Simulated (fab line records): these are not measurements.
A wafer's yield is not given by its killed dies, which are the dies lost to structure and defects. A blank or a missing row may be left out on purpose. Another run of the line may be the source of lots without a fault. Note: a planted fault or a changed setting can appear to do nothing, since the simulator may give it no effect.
Chamber matching | flow n5Finfet | rieDiel-05 running N5_BEOL_M3_STRIP_66: 4 sister chambers
The step strips in CF4. 18 wafers are shown with their chamber, then 9 later ones without.

## EACH WAFER AND ITS CHAMBER
wafer  | chamber | drypumpMotorCurrentA (A) | showerheadPlenumPTorr (Torr) | throttleValvePct (%)
L077.1 | 0       | 5.6                      | 1.79                         | 13.80
L077.3 | 3       | 6.1                      | 1.78                         | 13.46
L077.5 | 3       | 6.1                      | 1.78                         | 13.47
L079.1 | 3       | 6.1                      | 1.78                         | 13.48
L079.2 | 2       | 4.8                      | 1.83                         | 13.41
L079.6 | 0       | 5.6                      | 1.79                         | 13.80
L083.1 | 0       | 5.6                      | 1.79                         | 13.83
L083.5 | 2       | 4.9                      | 1.82                         | 13.42
L083.6 | 3       | 6.1                      | 1.78                         | 13.49
L085.1 | 2       | 4.8                      | 1.82                         | 13.42
L085.2 | 3       | 6.1                      | 1.78                         | 13.50
L085.6 | 0       | 5.6                      | 1.79                         | 13.82
L090.2 | 3       | 6.1                      | 1.77                         | 13.51
L090.3 | 1       | 6.5                      | 1.75                         | 13.31
L090.4 | 2       | 4.8                      | 1.82                         | 13.46
L088.1 | 2       | 4.8                      | 1.82                         | 13.46
L088.2 | 0       | 5.6                      | 1.79                         | 13.84
L088.5 | 1       | 6.5                      | 1.75                         | 13.30

SIGNATURES (averages over the wafers above)
reading               | chamber 0 | chamber 1 | chamber 2 | chamber 3 | scatter within a chamber
drypumpMotorCurrentA  | 5.600     | 6.500     | 4.820     | 6.100     | 0.0239
showerheadPlenumPTorr | 1.7900    | 1.7500    | 1.8220    | 1.7783    | 0.00342
throttleValvePct      | 13.8180   | 13.3050   | 13.4340   | 13.4850   | 0.0196
Rule: for each reading, subtract the chamber's mean from the wafer's reading, divide by that reading's scatter and square the result; add these up over the readings and take the root, which gives the wafer's distance from the chamber. If the next closest chamber is less than 2 further off than the closest, the wafer can't be placed; otherwise it belongs to the closest. The scatter is the square root of a quotient: the sum, over the shown wafers, of each reading's squared deviation from its chamber's mean, divided by wafers minus chambers.

## WAFERS WHOSE CHAMBER IS MISSING
wafer  | drypumpMotorCurrentA (A) | showerheadPlenumPTorr (Torr) | throttleValvePct (%)
L093.1 | 6.5                      | 1.75                         | 13.30
L093.4 | 5.6                      | 1.78                         | 13.87
L093.5 | 4.8                      | 1.82                         | 13.46
L094.1 | 6.1                      | 1.77                         | 13.53
L094.5 | 4.9                      | 1.82                         | 13.47
L094.6 | 6.1                      | 1.77                         | 13.55
L097.1 | 6.5                      | 1.75                         | 13.32
L097.2 | 6.1                      | 1.77                         | 13.55
L097.3 | 5.6                      | 1.78                         | 13.88

## EACH ONE'S CHAMBER
wafer  | from the rows above | in truth
L093.1 | 1                   | 1
L093.4 | 0                   | 0
L093.5 | 2                   | 2
L094.1 | 3                   | 3
L094.5 | 2                   | 2
L094.6 | 3                   | 3
L097.1 | 1                   | 1
L097.2 | 3                   | 3
L097.3 | 0                   | 0
Correctly placed: 9 of 9. Left unplaced by these rows: 0. Wrongly placed: 0.
